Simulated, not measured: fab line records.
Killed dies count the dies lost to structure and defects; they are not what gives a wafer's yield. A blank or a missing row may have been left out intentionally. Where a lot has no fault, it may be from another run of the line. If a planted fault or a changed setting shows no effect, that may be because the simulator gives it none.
Split-lot trial + flow n5_finfet + on a route of 1938 steps: 7 lots, 21 wafers read

## ABOUT THE SPLIT
At N5_BEOL_M7_DEP_56 (deposits SiCN from 3MS/NH3, target thk 10 nm, time 17.5 s), the setting time_s was moved away from the recipe's 17.5 s on 5 of the 21 wafers read, by -9.2% to +10.3%. For the rest of the wafers, this setting stayed at what the recipe calls for.

Reading taken at the split's own step.

## THE READING
SiCN_of_BEOL_M7_DEP_56.thk_nm (the simulator's own value, which no gauge read), in nm, at N5_BEOL_M7_DEP_56 (deposits SiCN from 3MS/NH3, target thk 10 nm, time 17.5 s). No usual value for it is given in the file. Average 9.9 nm, standard deviation 0.15 nm, over the 16 wafers here run with the recipe.

| wafer  | tool, chamber at the split | time_s as run, s | against the recipe | SiCN_of_BEOL_M7_DEP_56.thk_nm, nm | against lot-mates on the recipe |
|--------|----------------------------|------------------|--------------------|-----------------------------------|---------------------------------|
| L079.1 | pecvd-02, 2                | 17.5             | recipe             | 9.8                               | -                               |
| L079.5 | pecvd-02, 1,2              | 18.43            | +5.3%              | 10.4                              | +0.6                            |
| L079.6 | pecvd-02, 1,2              | 18.43            | +5.3%              | 10.4                              | +0.6                            |
| L081.1 | pecvd-04, 1                | 17.5             | recipe             | 9.8                               | -                               |
| L081.2 | pecvd-04, 0                | 17.5             | recipe             | 10                                | -                               |
| L081.5 | pecvd-04, 2                | 19.3             | +10.3%             | 11.2                              | +1.3                            |
| L084.1 | pecvd-01, 1                | 17.5             | recipe             | 9.8                               | -                               |
| L084.2 | pecvd-01, 2                | 17.5             | recipe             | 10                                | -                               |
| L084.4 | pecvd-01, 0                | 17.5             | recipe             | 10.2                              | -                               |
| L087.2 | pecvd-04, 2                | 15.89            | -9.2%              | 9                                 | -1.0                            |
| L087.3 | pecvd-04, 1                | 17.5             | recipe             | 9.8                               | -                               |
| L087.4 | pecvd-04, 2                | 17.5             | recipe             | 10.2                              | -                               |
| L091.2 | pecvd-04, 2,1              | 17.5             | recipe             | 9.8                               | -                               |
| L091.3 | pecvd-04, 2,1              | 17.5             | recipe             | 9.8                               | -                               |
| L091.5 | pecvd-04, 2                | 17.5             | recipe             | 10                                | -                               |
| L093.2 | pecvd-04, 2                | 17.5             | recipe             | 9.8                               | -                               |
| L093.4 | pecvd-04, 1                | 17.5             | recipe             | 10                                | -                               |
| L093.6 | pecvd-04, 2                | 17.5             | recipe             | 10.2                              | -                               |
| L096.1 | pecvd-04, 2                | 16.84            | -3.8%              | 9.4                               | -0.6                            |
| L096.2 | pecvd-04, 1,0              | 17.5             | recipe             | 10                                | -                               |
| L096.5 | pecvd-04, 1,0              | 17.5             | recipe             | 10                                | -                               |
Rows listing several chambers each stand for several wafers; the file does not say which wafer went through which chamber.

FIT RESULTS
A straight line over all 21 wafers: SiCN_of_BEOL_M7_DEP_56.thk_nm changes by +0.109 nm for each +1% of time_s; r = +0.94; the points scatter about the line by 0.15 nm.
The same after taking each lot's own level away (the mean of its wafers on the recipe; 21 wafers): +0.12 nm for each +1%; r = +0.96; scatter 0.13 nm.
That fit puts the effect of the largest move of time_s on the reading at 1.2 nm.
From 9.80 to 10.00 nm: that is the span of the lots' own levels, equal to 1.3 times the standard deviation above.
Hence the lot-to-lot level has little effect on the slope; both slopes agree.
Check: +1.17 nm against its lot-mates is what the line predicts for one of the wafers moved furthest among these (+10.3%) when that wafer is left out of the fit. It came out at +1.3 nm against them.

## ADDITIONAL SPLITS CARRIED BY THESE WAFERS
Other splits were also applied to these wafers ahead of the reading. Each is held against what the fit with the lots' levels taken away leaves over:
| other split on the same wafers | wafers away from the commonest value | r with SiCN_of_BEOL_M7_DEP_56.thk_nm (lot level and that fit taken away) |
|--------------------------------|--------------------------------------|--------------------------------------------------------------------------|
| N5_BEOL_M4_DESCUM_33 time_s    | 6                                    | +0.25                                                                    |
| N5_BEOL_M5_ILD_DEP_00 time_s   | 10                                   | +0.02                                                                    |
| N5_BEOL_M5_DEP_56 time_s       | 6                                    | -0.14                                                                    |
| N5_BEOL_M6_COAT_59 spin_rpm    | 5                                    | -0.11                                                                    |
| N5_BEOL_M7_ILD_DEP_00 time_s   | 5                                    | -0.07                                                                    |

## FILE'S OWN FIT
SiCN_of_BEOL_M7_DEP_56.thk_nm changes by +0.12 nm for each +1% of time_s, r = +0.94.
